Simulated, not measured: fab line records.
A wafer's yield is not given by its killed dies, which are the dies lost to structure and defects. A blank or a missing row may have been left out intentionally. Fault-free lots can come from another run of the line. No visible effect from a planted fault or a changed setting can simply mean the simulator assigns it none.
Problem report, 8D (eight disciplines) form, completed by code	flow nand harc	the parts of the form that need people (team, actions taken, sign-off) are left out

== 1. THE ISSUE ==
Wafers without a fault read 27, standard deviation 9.9; killed at array at NHARC_END_SORT_01 reads a mean of 660 on 2 wafers belonging to 2 lots. Relative to the usual mean, that is a shift of +64 standard deviations.
Seen first at day 23 23:02 on prober-02, wafer L377.2. Wafers with a number at this step in the record: 6, from 2 lots. The rule behind "out" and "out of limits": a value lying over 4 standard deviations away from the usual mean. Any other wafer with a number is counted as sound.

== 2. WHAT IT IS, WHAT IT ISN'T ==
question	is	is not
which readings at this step	killed at array, killed dies	killed at other, killed open
which lots	L377, L381	-
which wafers of those lots	L377.2, L381.2	L377.3, L377.4, L381.4, L381.5
read on which gauges	prober-01, prober-02	-
when	from day 23 23:02	up to then (0 sound wafers); but 4 sound wafers of L377, L381 came after

== 3. THE SUSPECTS, EACH WITH WHAT RULES IT OUT ==
Counting: a tool at a process step up to the reading stays a suspect if it ran every lot that is out. Sound lots after the first of them don't rule it out here, since some wafers of a struck lot are sound.
- the gauge at NHARC_END_SORT_01 is ruled out. Those wafers that are out were read across 2 gauges (prober-01, prober-02).
- rie diel-04 at NHARC_A_SGD_CUT_ETCH_16 (etches the open film in C4F8/O2/Ar, target depth 310.5 nm, time 155.2 s): kept. It ran every lot that is out, first L377 (day 18 17:52).
- pvd sputter-01 at NHARC_THIN_TSV_PVD_19 (deposits TaN, target thk 20 nm): kept. It ran every lot that is out, first L377 (day 23 14:59). NHARC_THIN_TSV_PVD_19 gives no start for some lots, so the hours and the order of its lots are those of NHARC_THIN_TSV_CD_MEAS_37.
Remaining after the count are rie diel-04 at NHARC_A_SGD_CUT_ETCH_16 and pvd sputter-01 at NHARC_THIN_TSV_PVD_19.

== 4. THE CAUSE (what the simulator had put in) ==
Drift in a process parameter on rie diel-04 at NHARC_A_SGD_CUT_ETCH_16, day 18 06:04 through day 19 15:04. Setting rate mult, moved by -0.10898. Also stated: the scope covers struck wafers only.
2 suspects survive the count, and this tool is in that group.

== 5. SEQUENCE OF EFFECTS, ordered by route ==
Each row: a reading where the mean over the struck wafers with a number is more than 3 standard deviations away from the usual. Only readings for which the record gives a usual standard deviation are gone through. hours: the time from each lot's start at the first step in this table that gives one to its start at this step, as a median over the lots. sigmas: the change in usual standard deviations.
hours	step	reading	usual	on struck wafers	change	sigmas
0	NHARC_END_SORT_01	killed at array	27	660	+634	+64
0	NHARC_END_SORT_01	killed dies	31	665	+634	+63

== 6. HOW IT WOULD HAVE BEEN CAUGHT EARLIER ==
137 hours passed between the start of the fault at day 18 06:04 and the first reading out of limits at a measuring or inspecting step in this record, taken at day 23 23:02.
Of the tool readings at NHARC_A_SGD_CUT_ETCH_16 for which the record gives a usual standard deviation, none was out on any struck wafer, so an alarm limit of 4 standard deviations on them would not have fired.
All the lots that are out (2) had begun NHARC_A_SGD_CUT_ETCH_16 on rie diel-04 by day 23 23:02. Tool hold at that time: it would have spared none of them.
